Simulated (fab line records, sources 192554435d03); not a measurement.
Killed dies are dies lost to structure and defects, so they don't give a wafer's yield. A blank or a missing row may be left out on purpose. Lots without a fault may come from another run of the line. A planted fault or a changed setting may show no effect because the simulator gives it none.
Chamber matching | flow n5_finfet | N5_BEOL_M1_STRIP_66 on rie_diel-05: 4 sister chambers
The step strips in CF4. 8 wafers are shown with their chamber, then 8 later ones without.

WAFERS WITH THEIR CHAMBER
wafer  | chamber | drypump_motor_current_A (A) | oes_product_au (a.u.)
L084.4 | 1       | 5.7                         | 0.71
L084.6 | 3       | 5.2                         | 0.72
L087.2 | 3       | 5.2                         | 0.72
L087.3 | 1       | 5.7                         | 0.70
L087.4 | 0       | 6.0                         | 0.91
L088.3 | 0       | 5.9                         | 0.91
L088.5 | 2       | 6.8                         | 0.69
L089.2 | 2       | 6.7                         | 0.69

WAFERS WITHOUT THEIR CHAMBER
wafer  | drypump_motor_current_A (A) | oes_product_au (a.u.)
L089.4 | 5.2                         | 0.72
L089.5 | 5.2                         | 0.72
L091.2 | 5.7                         | 0.71
L091.4 | 6.7                         | 0.69
L091.5 | 5.2                         | 0.71
L094.2 | 6.8                         | 0.68
L094.3 | 5.7                         | 0.69
L094.4 | 5.9                         | 0.87

WHICH CHAMBER EACH WENT THROUGH
wafer  | from the rows above | in truth
L089.4 | 3                   | 3
L089.5 | 3                   | 3
L091.2 | 1                   | 1
L091.4 | 2                   | 2
L091.5 | 3                   | 3
L094.2 | 2                   | 2
L094.3 | 1                   | 1
L094.4 | 0                   | 0
Placed correctly: 8 of 8. Can't be placed from these rows: 0. Placed wrongly: 0.
How it was worked out, from the rows above alone: a wafer's distance from a chamber is the root of the sum, over the readings, of the square of ((its reading less the chamber's mean) divided by the reading's scatter). The wafer belongs to the nearest chamber; if the next one is less than 2 further off, it can't be placed. A chamber's mean is the mean of its shown wafers. The scatter: the root of (the sum of the squares of (reading less its chamber's mean) over the shown wafers, divided by (wafers less chambers)).
